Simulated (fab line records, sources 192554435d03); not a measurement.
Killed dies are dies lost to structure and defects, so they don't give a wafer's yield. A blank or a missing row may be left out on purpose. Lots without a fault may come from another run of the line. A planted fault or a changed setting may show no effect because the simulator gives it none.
fab line records | flow n5_finfet
record lots=4 wafers=12 last_day=17
route steps=1938 shown BEOL_M10@1532 BEOL_M11@1536 PASSIVATION@1936
lots that met no fault: from a run of the same line without faults
start_h: hours from the record's first day to the start of the lot's first wafer shown | wait_h: hours since the lot's step before | " the same as in the row above | L1.1+2: a row that stands for several wafers | - no value, or no start given | * or withheld: withheld | < > ~ a bound
route shown NAME@n: a module of which the file shows steps, and the number in the route of the first | usual: mean/standard deviation of fault-free wafers | same: alike in all rows | chamber/n: place in a boat | sites: the reading at each site | _std_site: their standard deviation | _edge_site: outer sites' mean less inner sites' | radius_mm: how far each site lies from the wafer's centre | mask NAME#n: copy n | behind: the tool/chamber that last shaped the wafer | hold: why the lot was held/for how many hours/how that ended | device: the transistor (n, p or np) that didn't switch | end of line: the same wafers' tests at the end of the route | a step without rows: its recipe alone | killed: dies lost to structure and defects at the first sort, not the wafer's yield | map: a wafer's dies, x killed, . not, _ none there
set.NAME: the setting as run; set.NAME@STEP: as run at that earlier step | model.NAME: the simulator's own value behind a step, which no gauge read
lots at some steps of the route; a table a step, a row a wafer
services: from which hour (start_h, from the record's first day; less than 0 if before it) a tool's chamber was out of use, for how many hours, and why
## steps
# step N5_BEOL_M10_PRE_CLEAN_55
# recipe gas=NH3 time_s=15 temp_c=withheld rf_power_w=300
# step N5_BEOL_M10_DEP_56
# recipe material=SiCN target_thk_a=150 temp_c=withheld precursor=3MS/NH3 pressure_torr=3 rf_w=202 time_s=26.5
# step N5_BEOL_M11_ILD_DEP_00
# recipe material=SiCOH_lowk target_thk_a=3085.1 temp_c=300 precursor=DEMS/porogen pressure_torr=5 rf_w=500 time_s=58
# step N5_BEOL_M11_CURE_71
# recipe temp_c=385 time_s=240 ambient=He/Ar material=SiCOH_lowk
# step N5_BEOL_M11_PECVD_70
# recipe material=SiO2 target_thk_a=200 temp_c=400 precursor=TEOS/O2 pressure_torr=5.5 rf_w=450 teos_flow_sccm=53.8 gas=O2 flow_sccm=3000 time_s=22.7
# step N5_BEOL_M11_HM_DEP_02
# recipe material=TiN target_thk_a=200 temp_c=25 chamber_pressure_pa=0.49996
# step N5_BEOL_M11_COAT_59
# recipe resist=SOC temp_c=250 time_s=60 spin_rpm=1500 resist_thk_nm=100
# step N5_BEOL_M11_COAT_60
# recipe resist=SiARC temp_c=220 time_s=60 spin_rpm=1500 resist_thk_nm=30
# step N5_BEOL_M11_COAT_05
# recipe resist=CAR-ArF spin_rpm=1500 resist_thk_nm=90
# usual exhaust_pa=45.0/0.9 spin_speed_rpm=1499.8/0.93
# columns lot.wafer tool chamber start_h wait_h exhaust_pa spin_speed_rpm model.CAR-ArF_of_BEOL_M11_COAT_05.thk_nm
L716.1 litho_track-02 0 279.43 - 46.7 1499.0 90
L716.3 " 0 " " 45.9 1500.2 90.2
L716.4 " 0 " " 45.9 1499.1 90
L718.1 litho_track-02 0 296.77 - 44.8 774.9 125.2
L718.2 " 0 " " 46.7 774.1 124.6
L718.3 " 0 " " 46.6 774.1 125.2
L721.2 litho_track-02 0 312.75 - 43.5 772.8 125.2
L721.3 " 0 " " 45.7 771.3 125.2
L721.5 " 0 " " 44.9 772.0 125.4
L732.1 litho_track-04 0 373.74 - 43.7 1499.9 90.2
L732.4 " 0 " " 45.1 1499.0 90.4
L732.6 " 0 " " 44.8 1499.4 90.2
# step N5_BEOL_M11_EBR_07
# recipe solvent=PGMEA ebr_width_mm=1.5
# step N5_BEOL_M11_SOFTBAKE_06
# recipe temp_c=110 time_s=60 resist=CAR-ArF
# step N5_BEOL_M11_EXPOSE_08
# recipe mask_id=M11 na=1.35 source_shape=dipole sigma_inner=0.411 sigma_outer=0.611 polarization=te dose_mj=53.75
# step N5_BEOL_M11_PEB_09
# recipe peb_temp_c=withheld peb_time_s=60 resist=CAR-ArF
# step N5_BEOL_M11_DEVELOP_10
# recipe develop_time_s=30 developer=TMAH resist=CAR-ArF rinse_liquid=diw dry=air_spin dev_temp_c=23
# step N5_BEOL_M11_DESCUM_16
# recipe chemistry=O2 time_s=7.9 source_power_w=50 bias_power_w=20 pressure_mtorr=20 rf_frequency_hz=2.712e+07 temp_c=40 resist=CAR-ArF o2_flow_sccm=225
# step N5_BEOL_M11_ETCH_61
# recipe chemistry=CF4 target=SiARC target_depth_a=390 mask_material=CAR-ArF time_s=65 ion_energy_ev=80 pressure_mtorr=40 source_w=545 bias_w=36 Ar_flow_sccm=100 cf4_flow_sccm=100 ends=cleared
# usual drypump_motor_current_A=5.7/0.45 etch_rf_on_time_s=64.7/1.4 oes_product_au=0.67/0.062 rf_vpp_V=183.5/1.3 showerhead_plenum_p_Torr=2.11/0.078 throttle_valve_pct=15.66/0.23
# columns lot.wafer tool chamber start_h wait_h drypump_motor_current_A etch_rf_on_time_s oes_product_au rf_hours_counter_h rf_vpp_V showerhead_plenum_p_Torr throttle_valve_pct model.CAR-ArF_of_BEOL_M11_COAT_05.thk_nm model.BEOL_M11.cd_offset_nm
L716.1 rie_diel-02 3 279.92 0.0 5.4 66.0 0.60 191 183.0 2.13 15.70 55.6 0.8
L716.3 " 0 " " 5.0 64.0 0.65 178 183.4 1.97 15.77 55.6 0
L716.4 " 0 " " 5.0 64.7 0.65 - 182.2 1.97 15.78 55.4 0.2
L718.1 rie_diel-03 1 297.91 0.0 5.8 62.2 0.77 33 183.8 2.18 15.43 90.6 -1.2
L718.2 " 0 " " 5.4 65.7 0.59 217 184.4 2.13 16.13 90.2 -1.4
L718.3 " 3 " " 6.3 64.6 0.67 136 184.2 2.24 15.74 90.6 -1.6
L721.2 rie_diel-03 2 313.24 0.0 5.7 64.8 0.69 94 183.6 2.15 15.65 90.8 -1.6
L721.3 " 0 " " 5.4 65.0 0.59 222 183.6 2.13 16.14 90.8 -2.2
L721.5 " 0 " " 5.4 64.7 0.60 - 182.6 2.13 16.11 91 -1.8
L732.1 rie_diel-03 0 374.28 0.0 5.4 66.2 0.59 242 183.0 2.12 16.16 55.4 0.2
L732.4 " 1 " " 5.8 63.7 0.73 59 184.2 2.17 15.49 55.8 -0.4
L732.6 " 0 " " 5.4 66.2 0.58 - 183.4 2.12 16.17 55.6 -0.2
# step N5_BEOL_M11_ETCH_62
# recipe chemistry=N2/H2 target=SOC target_depth_a=1100 overetch_a=220 mask_material=SiARC temp_c=40 time_s=165 ion_energy_ev=200 pressure_mtorr=30 source_w=840 bias_w=150 n2_flow_sccm=200 h2_flow_sccm=200
# step N5_BEOL_M11_STRIP_68
# recipe chemistry=N2/H2 temp_c=40 n2_flow_sccm=200 h2_flow_sccm=200 rf_frequency_hz=6e+07
# step N5_BEOL_M11_STRIP_67
# recipe chemistry=CF4 resist=SiARC power_w=300 bias_power_w=75 pressure_mtorr=50 cf4_flow_sccm=150 rf_frequency_hz=6e+07
# step N5_BEOL_M11_HM_OPEN_17
# recipe chemistry=Cl2/BCl3 target_depth_a=200 overetch_a=60 target=TiN mask_material=SOC ion_energy_ev=150 pressure_mtorr=10 icp_w=1000 bias_w=126 Cl2_flow_sccm=53.25 bcl3_flow_sccm=21.75 Ar_flow_sccm=25
# usual drypump_motor_current_A=6.0/0.48 oes_product_au=0.68/0.062 throttle_valve_pct=22.1/0.3
# columns lot.wafer tool chamber start_h wait_h drypump_motor_current_A oes_product_au rf_hours_counter_h throttle_valve_pct model.BEOL_M11.cd_offset_nm
L716.1 rie_metal-02 1 280.16 0.0 6.1 0.65 45 22.6 0.8
L716.3 " 1 " " 6.1 0.65 - 22.6 0.2
L716.4 " 0 " " 5.6 0.60 - 22.0 0
L718.1 rie_metal-03 0 298.15 0.0 6.3 0.73 21 22.1 -1
L718.2 " 1 " " 6.4 0.68 31 22.1 -1.2
L718.3 " 0 " " 6.3 0.73 - 22.1 -1.6
L721.2 rie_metal-02 0 313.47 0.0 5.6 0.59 80 22.0 -1.8
L721.3 " 0 " " 5.6 0.59 - 22.0 -2
L721.5 " 1 " " 6.0 0.64 - 22.5 -1.4
L732.1 rie_metal-01 0 374.54 0.0 4.7 0.73 25 22.2 0.4
L732.4 " 1 " " 6.3 0.75 - 21.4 0.2
L732.6 " 1 " " 6.3 0.75 - 21.4 -0.2
# step N5_BEOL_M11_STRIP_19
# recipe chemistry=O2 power_w=400 temp_c=40 pressure_mtorr=30 rf_frequency_hz=6e+07 bias_power_w=0 overash_fraction=0.2 o2_flow_sccm=225
# step N5_PASSIVATION_PROBE_49
# usual defect_limited_yield=91.3/1.5 killed_at_M0_to_M3=31/11 killed_at_M4_up=14/5.1 killed_at_contacts=12/5.6 killed_at_front_end=42/12 killed_at_other=3.8/2.9 killed_dies=103/18 killed_open=67/14 killed_short=33/8 sort_bin_5_function=5.1/1 sort_bin_6_memory=3.2/0.75 sort_n_pass=1077/18 sort_yield_pct=91.3/1.5
# same gross_dies=1180 killed_at_back_side=0 sort_bin_4_leakage[%]=0 sort_bin_8_speed[%]=0
# columns lot.wafer tool chamber start_h wait_h defect_limited_yield[%] killed_at_M0_to_M3 killed_at_M4_up killed_at_contacts killed_at_front_end killed_at_other killed_dies killed_open killed_short sort_bin_5_function[%] sort_bin_6_memory[%] sort_n_pass sort_yield_pct[%]
L716.1 prober-01 - 339.42 0.0 91.4 16 10 8 62 6 102 55 39 4.2 3.4 1078 91.4
L716.3 prober-01 - 339.52 0.1 93.3 18 6 7 43 5 79 54 25 3.9 2.5 1101 93.3
L716.4 prober-01 - 339.57 0.2 90.8 17 12 16 61 3 109 60 44 5.8 2.7 1071 90.8
# killed by level:class
L716.1 FIN_SAQP:geometric_particle:short=11 GATE_CUT:geometric_particle:short=9 GATE_CUT:geometric_particle:open=8 HKMG_FIN:area_etch=8 FIN_SAQP:geometric_particle:open=7 MOL_CONTACT_COAG:geometric_particle:open=7 BEOL_M4:geometric_particle:open=7 STI_FIN_REVEAL:geometric_particle:open=5
L716.3 FIN_SAQP:geometric_particle:open=10 STI_FIN_REVEAL:geometric_particle:open=8 FIN_SAQP:geometric_particle:short=7 GATE_CUT:geometric_particle:open=5 MOL_CONTACT_COAG:geometric_particle:open=5 BEOL_M3:geometric_particle:open=5 STI_FIN_REVEAL:geometric_particle:short=4 DUMMY_GATE:geometric_particle:open=3
L716.4 FIN_SAQP:geometric_particle:short=20 MOL_CONTACT_COAG:geometric_particle:open=13 FIN_SAQP:geometric_particle:open=8 GATE_CUT:geometric_particle:short=6 STI_FIN_REVEAL:geometric_particle:open=5 GATE_CUT:geometric_particle:open=5 HKMG_FIN:area_etch=5 DUMMY_GATE:geometric_particle:open=4
## services
# columns tool chamber start_h hours kind
litho_track-04 - 257.54 - consumable_replace:filter
rie_diel-02 0 259.82 6.2 repair
rie_diel-02 2 266.34 - clean
rie_diel-02 2 266.34 - consumable_replace:focus_ring
rie_diel-02 2 266.34 18.4 scheduled_down
rie_diel-02 2 266.34 18.4 vent_cycle
rie_metal-02 1 281.50 1.1 repair
rie_diel-03 3 325.77 3.3 repair
rie_metal-03 - 333.44 0.5 repair
## key
first_sign step=N5_BEOL_M11_COAT_05 reading=spin_speed_rpm direction=down sigmas=99+ usual=* struck=*
effect none on later readings
model_effect step=N5_BEOL_M11_COAT_05 value=CAR-ArF_of_BEOL_M11_COAT_05.thk_nm without=89.8 struck=125.1
model_effect step=N5_BEOL_M11_ETCH_61 value=CAR-ArF_of_BEOL_M11_COAT_05.thk_nm without=55.4 struck=90.67
model_effect step=N5_BEOL_M11_HM_OPEN_17 value=BEOL_M11.cd_offset_nm without=0.2333 struck=-1.5
met_at N5_BEOL_M11_COAT_05
struck_wafers L718.1,L718.2,L718.3,L721.2,L721.3,L721.5
onset_between 279.43 296.77
earlier_fault kind=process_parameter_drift tool=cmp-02 chamber=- onset_h=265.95 steps=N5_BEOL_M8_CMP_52 channel=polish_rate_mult offset=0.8 shape=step
earlier_fault kind=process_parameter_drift tool=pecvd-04 chamber=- onset_h=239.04 steps=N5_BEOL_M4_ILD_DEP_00 channel=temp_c offset=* shape=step acts_in=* stated=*
fault kind=process_parameter_drift tool=litho_track-02 chamber=- onset_h=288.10 steps=N5_BEOL_M11_COAT_05 channel=spin_rpm offset=* shape=step acts_in=* stated=*
